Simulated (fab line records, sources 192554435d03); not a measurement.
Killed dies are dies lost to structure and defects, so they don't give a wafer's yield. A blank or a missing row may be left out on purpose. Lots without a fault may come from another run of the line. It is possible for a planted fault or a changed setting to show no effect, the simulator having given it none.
Matching of chambers    flow n5Finfet    rieDiel-05 running N5_BEOL_M4_DESCUM_33: 4 sister chambers
The step chemistry O2, time 7 s. 8 wafers are shown with their chamber, then 8 later ones without.

== WAFERS WITH THEIR CHAMBER ==
wafer   chamber  showerheadPlenumPTorr (Torr)  drypumpMotorCurrentA (A)
L079.1  1        2.10                          6.6
L086.2  2        2.16                          6.0
L086.3  3        2.01                          5.9
L086.4  0        2.20                          5.7
L083.1  3        2.01                          6.0
L083.2  1        2.09                          6.6
L083.3  0        2.20                          5.7
L083.4  2        2.16                          6.0

== WAFERS MISSING THEIR CHAMBER ==
wafer   showerheadPlenumPTorr (Torr)  drypumpMotorCurrentA (A)
L083.5  2.01                          6.0
L083.6  2.16                          6.0
L087.1  2.09                          6.6
L087.4  2.16                          6.0
L087.6  2.09                          6.6
L095.4  2.15                          6.1
L095.5  2.08                          6.6
L095.6  2.15                          6.1

== THE CHAMBER EACH PASSED THROUGH ==
wafer   from the rows above  in truth
L083.5  3                    3
L083.6  2                    2
L087.1  1                    1
L087.4  2                    2
L087.6  1                    1
L095.4  2                    2
L095.5  1                    1
L095.6  2                    2
Correct placement for 8 of the 8. From these rows, 0 cannot be placed. 0 placed wrongly.
How it was worked out, from the rows above alone: a wafer's distance from a chamber is the root of the sum, over the readings, of the square of ((its reading less the chamber's mean) divided by the reading's scatter). The wafer belongs to the nearest chamber; if the next one is less than 2 further off, it can't be placed. For every chamber, the mean is computed from those of its wafers that are shown. The scatter: take each reading less its chamber's mean, square it, sum over the shown wafers, divide by the number of wafers less the number of chambers, and take the root.
